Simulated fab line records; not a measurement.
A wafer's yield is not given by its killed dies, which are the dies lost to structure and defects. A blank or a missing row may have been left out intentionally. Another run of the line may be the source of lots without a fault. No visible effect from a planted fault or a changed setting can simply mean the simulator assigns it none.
Chamber matching -- flow n5-finfet -- N5_STI_FIN_REVEAL_ETCH_34 on rie-si-05: 4 sister chambers
The step etches Si in H2, material Si, target depth 0.97 nm. 16 wafers are shown with their chamber, then 8 later ones without.

== WAFERS PAIRED WITH THEIR CHAMBERS ==
wafer,chamber,drypump-motor-current-A (A),oes-product-au (a.u.),h2-flow-sccm (sccm)
L075.3,1,6.2,1.012,7.511
L075.4,0,5.8,0.983,7.505
L075.6,2,5.7,1.039,7.496
L079.2,0,5.8,0.984,7.480
L079.3,3,5.0,1.002,7.518
L079.6,0,5.8,0.986,7.516
L085.1,0,5.8,0.980,7.522
L085.3,1,6.2,1.008,7.490
L085.6,2,5.6,1.036,7.480
L087.1,1,6.1,1.006,7.487
L087.2,2,5.6,1.025,7.459
L087.5,2,5.6,1.020,7.473
L088.3,0,5.8,0.983,7.504
L088.4,3,5.0,1.005,7.547
L088.5,3,5.1,0.990,7.546
L089.2,0,5.8,0.981,7.500

SIGNATURES (means of the wafers above)
reading,chamber 0,chamber 1,chamber 2,chamber 3,scatter within a chamber
drypump-motor-current-A,5.800,6.167,5.625,5.033,0.0417
oes-product-au,0.98283,1.00867,1.03000,0.99900,0.00584
h2-flow-sccm,7.50450,7.49600,7.47700,7.53700,0.0149
Rule: distance of a wafer from a chamber = root of the sum over the readings of ((wafer's reading minus chamber's mean) / reading's scatter) squared. If the next closest chamber is less than 2 further off than the closest, the wafer can't be placed; otherwise it belongs to the closest. The scatter is the square root of a quotient: the sum, over the shown wafers, of each reading's squared deviation from its chamber's mean, divided by wafers minus chambers.

== WAFERS MISSING THEIR CHAMBER ==
wafer,drypump-motor-current-A (A),oes-product-au (a.u.),h2-flow-sccm (sccm)
L089.3,5.0,1.001,7.482
L089.5,5.8,0.978,7.491
L092.1,5.0,1.001,7.478
L092.2,6.2,1.002,7.533
L092.5,6.2,1.007,7.503
L097.1,5.6,1.046,7.509
L097.3,5.8,0.995,7.491
L097.6,5.6,1.026,7.503

== CHAMBER TAKEN BY EACH ==
wafer,from the rows above,in truth
L089.3,3,3
L089.5,0,0
L092.1,3,3
L092.2,1,1
L092.5,1,1
L097.1,2,2
L097.3,0,0
L097.6,2,2
Correct placement for 8 of the 8. Number that these rows cannot place: 0. Wrongly placed: 0.
